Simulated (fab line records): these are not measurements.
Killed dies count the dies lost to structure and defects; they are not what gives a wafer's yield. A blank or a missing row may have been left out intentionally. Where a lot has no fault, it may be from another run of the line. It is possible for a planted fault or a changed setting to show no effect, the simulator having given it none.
What tool caused it? | flow nand-harc | Sampling: 24 lots, 72 wafers, 4 of 1159 route steps

WHAT THE GAUGES READ, wafer by wafer
NHARC_P_BONDPAD_INSPECT_23.
lot  | measured     | on                | raw-defect-count
L076 | day 7 08:48  | defect-inspect-02 | 410 353 432
L074 | day 7 09:29  | defect-inspect-02 | 448 438 728
L077 | day 7 09:51  | defect-inspect-01 | 188 236 231
L075 | day 7 10:36  | defect-inspect-01 | 158 271 126
L078 | day 7 15:38  | defect-inspect-01 | 329 231 213
L079 | day 7 19:32  | defect-inspect-02 | 288 156 273
L080 | day 8 00:55  | defect-inspect-01 | 297 295 205
L081 | day 8 02:00  | defect-inspect-01 | 450 339 186
L082 | day 8 21:01  | defect-inspect-01 | 288 267 345
L084 | day 9 01:55  | defect-inspect-02 | 291 295 398
L083 | day 9 09:49  | defect-inspect-02 | 272 254 500
L085 | day 9 17:51  | defect-inspect-02 | 303 607 471
L088 | day 9 19:35  | defect-inspect-01 | 479 219 382
L086 | day 9 19:52  | defect-inspect-01 | 222 235 292
L087 | day 10 07:16 | defect-inspect-02 | 380 193 255
L089 | day 10 12:16 | defect-inspect-01 | 284 350 400
L090 | day 10 14:22 | defect-inspect-02 | 577 350 427
L091 | day 11 00:35 | defect-inspect-01 | 321 338 591
L092 | day 11 01:25 | defect-inspect-02 | 495 300 274
L093 | day 11 08:29 | defect-inspect-01 | 350 297 243
L094 | day 11 08:57 | defect-inspect-02 | 347 344 361
L095 | day 12 02:35 | defect-inspect-02 | 337 243 278
L096 | day 12 03:28 | defect-inspect-02 | 376 297 495
L097 | day 12 10:10 | defect-inspect-01 | 207 428 255

NHARC_A_SOURCE_PLATE_THK_MEAS_09: measures by ellipsometry.
lot  | measured     | on            | thk-nm (nm)
L076 | day 7 19:35  | film-metro-02 | 7.9 9.0 10.5
L074 | day 7 19:35  | film-metro-01 | 8.9 7.9 9.8
L077 | day 7 19:36  | film-metro-02 | 11.4 8.6 9.7
L075 | day 7 19:37  | film-metro-01 | 7.4 9.8 8.3
L078 | day 8 01:47  | film-metro-01 | 9.4 9.7 9.8
L079 | day 8 05:20  | film-metro-02 | 8.3 8.1 8.8
L080 | day 8 11:04  | film-metro-02 | 10.8 12.0 10.5
L081 | day 8 11:04  | film-metro-02 | 10.4 9.3 12.8
L082 | day 9 07:13  | film-metro-01 | 12.3 10.2 11.2
L084 | day 9 13:03  | film-metro-01 | 8.0 8.9 9.2
L083 | day 9 20:01  | film-metro-01 | 9.8 9.8 9.8
L085 | day 10 03:48 | film-metro-02 | 9.2 8.4 10.1
L088 | day 10 03:48 | film-metro-01 | 10.3 9.1 10.7
L086 | day 10 03:49 | film-metro-02 | 9.9 10.4 8.7
L087 | day 10 20:31 | film-metro-02 | 8.6 9.6 10.5
L089 | day 10 20:31 | film-metro-01 | 8.4 8.2 9.7
L090 | day 11 00:15 | film-metro-02 | 9.0 10.0 11.0
L091 | day 11 13:33 | film-metro-01 | 11.9 11.2 11.0
L092 | day 11 13:33 | film-metro-02 | 8.6 11.2 9.8
L093 | day 11 20:48 | film-metro-02 | 10.7 9.0 9.0
L094 | day 11 20:48 | film-metro-01 | 9.1 10.9 10.5
L095 | day 12 14:32 | film-metro-01 | 10.9 9.1 10.2
L096 | day 12 14:32 | film-metro-02 | 9.3 9.5 11.5
L097 | day 12 20:07 | film-metro-01 | 8.7 9.3 9.7

NHARC_A_ONON_D1_THK_MEAS_24: measures by ellipsometry.
lot  | measured     | on            | thk-nm (nm)
L076 | day 8 20:05  | film-metro-02 | 996 994 994
L074 | day 8 20:13  | film-metro-01 | 986 984 986
L077 | day 8 20:21  | film-metro-01 | 1005 1005 1004
L075 | day 8 20:34  | film-metro-02 | 999 997 1000
L078 | day 9 02:46  | film-metro-01 | 992 992 993
L079 | day 9 05:49  | film-metro-02 | 1003 1003 1004
L080 | day 9 11:33  | film-metro-02 | 1000 999 998
L081 | day 9 11:34  | film-metro-01 | 997 998 996
L082 | day 10 14:34 | film-metro-02 | 1016 1019 1017
L084 | day 10 14:34 | film-metro-01 | 997 995 995
L083 | day 10 20:23 | film-metro-02 | 999 1000 1002
L085 | day 11 04:09 | film-metro-02 | 1011 1011 1010
L088 | day 11 04:07 | film-metro-01 | 1006 1004 1005
L086 | day 11 04:07 | film-metro-02 | 1019 1020 1020
L087 | day 11 21:56 | film-metro-01 | 1005 1009 1009
L089 | day 11 21:56 | film-metro-02 | 989 991 988
L090 | day 12 08:02 | film-metro-02 | 1010 1012 1011
L091 | day 12 15:55 | film-metro-01 | 1007 1006 1008
L092 | day 12 15:55 | film-metro-02 | 991 989 992
L093 | day 12 21:58 | film-metro-01 | 995 993 993
L094 | day 12 21:59 | film-metro-02 | 1009 1010 1006
L095 | day 13 14:45 | film-metro-02 | 988 987 988
L096 | day 13 14:46 | film-metro-02 | 988 988 986
L097 | day 13 20:25 | film-metro-02 | 1011 1010 1011

NHARC_A_CHANNEL_HOLE_D1_CD_MEAS_10: the cd target is 100 nm.
lot  | measured     | on        | cd-nm (nm)
L076 | day 9 00:29  | cd-sem-02 | 100.0 99.6 100.2
L074 | day 9 02:01  | cd-sem-01 | 100.6 100.8 100.4
L077 | day 9 02:11  | cd-sem-01 | 100.3 100.1 100.6
L075 | day 9 02:25  | cd-sem-03 | 99.6 100.0 99.9
L078 | day 9 08:15  | cd-sem-03 | 100.5 100.2 99.6
L079 | day 9 10:27  | cd-sem-02 | 99.4 99.8 99.6
L080 | day 9 16:26  | cd-sem-02 | 100.3 98.9 100.6
L081 | day 9 16:08  | cd-sem-01 | 100.5 101.0 100.6
L082 | day 10 23:11 | cd-sem-03 | 100.5 100.1 99.9
L084 | day 10 23:46 | cd-sem-03 | 100.5 100.9 100.0
L083 | day 11 02:48 | cd-sem-01 | 100.3 100.7 100.4
L085 | day 11 10:04 | cd-sem-02 | 99.5 100.2 99.9
L088 | day 11 08:55 | cd-sem-03 | 99.8 100.3 99.7
L086 | day 11 08:34 | cd-sem-02 | 99.5 99.9 100.0
L087 | day 12 02:19 | cd-sem-01 | 100.2 100.3 100.4
L089 | day 12 02:37 | cd-sem-02 | 100.2 99.8 100.0
L090 | day 12 12:27 | cd-sem-02 | 100.0 100.0 99.8
L091 | day 12 21:41 | cd-sem-01 | 100.2 99.8 99.6
L092 | day 12 22:33 | cd-sem-03 | 100.7 99.6 100.2
L093 | day 13 04:27 | cd-sem-01 | 100.4 99.8 99.2
L094 | day 13 04:38 | cd-sem-02 | 100.9 100.0 100.8
L095 | day 13 19:09 | cd-sem-02 | 99.5 100.1 99.9
L096 | day 13 19:25 | cd-sem-02 | 100.4 99.8 100.8
L097 | day 14 00:41 | cd-sem-01 | 100.7 99.3 100.2

WHICH TOOL RAN EACH LOT (tool, then ch and the chambers of the sampled wafers, then the start)
Before these readings, the record contains no process step.

WHAT THE TOOLS THEMSELVES READ (means of the sampled wafers that have a number; where no wafer has one, the mark that the record gives instead)
The record holds no such reading with a usual standard deviation.

THE ANSWER, worked out from the rows above alone
Rule: the usual values come from the lots themselves. The widest of any qualifying gaps counts: lots, ordered by their means at a reading, are off when they make up no more than a third of the lots, leave a main group of 4 or more, and stand apart from it by 3 or more times the standard deviation of that group's means. A main group whose means are all the same, to the digits that the tables above print for the reading, isn't used. A lot without any number at a reading at which 4 lots or more have one is off too. Where the step has rows for the other lots, those lots are counted as sound. After the gauges, taken in route order, come the tools' own readings; for these a lot's mean is taken, as printed above. At the first step where some lot is off, the reading lying furthest off is the one used; lots without a number count as furthest.
Nothing can be told from this: no lot is off at any reading shown.

WHAT WAS PUT IN BY THE SIMULATOR
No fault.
